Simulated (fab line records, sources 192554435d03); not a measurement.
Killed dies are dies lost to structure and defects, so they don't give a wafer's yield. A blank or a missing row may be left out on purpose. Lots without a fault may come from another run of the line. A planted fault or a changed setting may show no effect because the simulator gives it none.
Which tool did it? | flow n5_finfet | 9 lots, 27 wafers sampled, at 1 step of a route of 1938

WHAT THE GAUGES READ, wafer by wafer
N5_BEOL_M4_RC_MEAS_101. Usual: DIBL_N 36.1 mV/V, standard deviation 1.7; DIBL_P 35.9 mV/V, standard deviation 2.1; IOFF_N 0.154 nA/um, standard deviation 0.029; IOFF_P 0.21 nA/um, standard deviation 0.035; ION_N 673 uA/um, standard deviation 10; ION_P 463 uA/um, standard deviation 7.5; SS_N 71.6 mV/dec, standard deviation 0.59; SS_P 73.2 mV/dec, standard deviation 0.69; VT_N 250.5 mV, standard deviation 2.9; VT_P -250 mV, standard deviation 3.2.
lot  | measured     | on        | DIBL_N (mV/V)  | DIBL_P (mV/V)  | IOFF_N (nA/um)    | IOFF_P (nA/um) | ION_N (uA/um) | ION_P (uA/um) | SS_N (mV/dec)  | SS_P (mV/dec)  | VT_N (mV)         | VT_P (mV)      | flag
L117 | day 9 15:22  | prober-01 | 36.4 33.6 34.9 | 37.0 34.0 35.1 | 0.176 0.135 0.156 | 0.25 0.20 0.22 | 679 673 679   | 468 466 468   | 71.1 70.8 71.6 | 73.8 72.3 73.7 | 247.4 251.4 251.6 | -247 -248 -248 |
L116 | day 9 20:05  | prober-02 | 35.8 36.5 36.2 | 35.7 37.4 37.3 | 0.138 0.160 0.155 | 0.22 0.24 0.24 | 664 672 674   | 461 469 466   | 71.4 71.9 72.1 | 72.8 73.1 72.9 | 252.6 249.0 246.5 | -250 -248 -247 |
L118 | day 10 08:25 | prober-01 | 38.0 37.1 38.6 | 38.1 36.7 38.0 | 0.166 0.147 0.166 | 0.24 0.21 0.23 | 675 674 669   | 465 466 463   | 71.7 71.3 72.2 | 73.9 73.9 74.0 | 249.4 251.3 250.2 | -245 -249 -248 |
L128 | day 12 11:14 | prober-01 | 38.0 35.1 38.2 | 37.8 33.7 37.4 | 0.192 0.117 0.187 | 0.24 0.17 0.22 | 691 650 687   | 469 449 468   | 72.7 71.3 72.1 | 73.1 72.9 73.4 | 248.7 255.1 246.8 | -248 -254 -250 |
L126 | day 12 15:35 | prober-01 | 35.5 35.6 34.0 | 36.0 37.0 34.9 | 0.133 0.142 0.113 | 0.21 0.23 0.19 | 670 665 665   | 466 469 466   | 71.0 70.6 71.3 | 73.6 73.3 72.9 | 254.2 249.0 253.2 | -249 -248 -248 |
L131 | day 13 14:39 | prober-02 | 34.0 32.3 35.7 | 33.3 32.1 34.5 | 0.125 0.120 0.151 | 0.19 0.19 0.21 | 672 676 667   | 465 475 464   | 71.2 70.9 71.7 | 71.5 72.4 72.7 | 253.6 250.4 248.6 | -254 -252 -251 |
L132 | day 13 18:20 | prober-02 | 36.1 36.5 35.0 | 34.5 35.5 33.4 | 0.143 0.158 0.135 | 0.21 0.22 0.19 | 668 676 677   | 466 468 474   | 70.9 71.9 71.2 | 72.8 72.2 72.3 | 252.3 247.6 251.1 | -247 -249 -250 |
L130 | day 14 07:14 | prober-02 | 35.9 36.0 33.0 | 35.2 34.9 30.4 | 0.152 0.143 0.097 | 0.19 0.19 0.14 | 674 679 644   | 460 467 442   | 72.0 72.0 71.3 | 72.5 72.0 71.1 | 250.7 252.1 255.1 | -249 -254 -257 |
L133 | day 14 09:39 | prober-01 | 36.1 35.4 36.3 | 37.7 35.9 37.1 | 0.164 0.149 0.156 | 0.21 0.18 0.19 | 686 672 677   | 467 458 461   | 72.1 71.8 71.9 | 73.4 72.7 72.5 | 250.2 250.4 249.8 | -251 -250 -250 |

WHICH TOOL RAN EACH LOT (tool, then ch and the chambers of the sampled wafers, then the start)
The record holds no process step before these readings.

WHAT THE TOOLS THEMSELVES READ (means of the sampled wafers that have a number; where no wafer has one, the mark that the record gives instead)
The record holds no such reading with a usual standard deviation.

THE ANSWER, worked out from the rows above alone
Rule: a lot is off if the mean of its wafers that have a number lies more than 3 standard deviations from the usual mean. A lot without any number at a reading at which 4 lots or more have one is off too. The other lots that the step has rows for count as sound. The gauges are gone through in route order, then the tools' own readings, and for those a lot's mean is taken as printed above. The first step at which some lot is off is used, and at that step the reading that is off furthest; a lot without a number counts as furthest.
No lot is off at any reading shown: from this, nothing can be told.

WHAT THE SIMULATOR HAD PUT IN
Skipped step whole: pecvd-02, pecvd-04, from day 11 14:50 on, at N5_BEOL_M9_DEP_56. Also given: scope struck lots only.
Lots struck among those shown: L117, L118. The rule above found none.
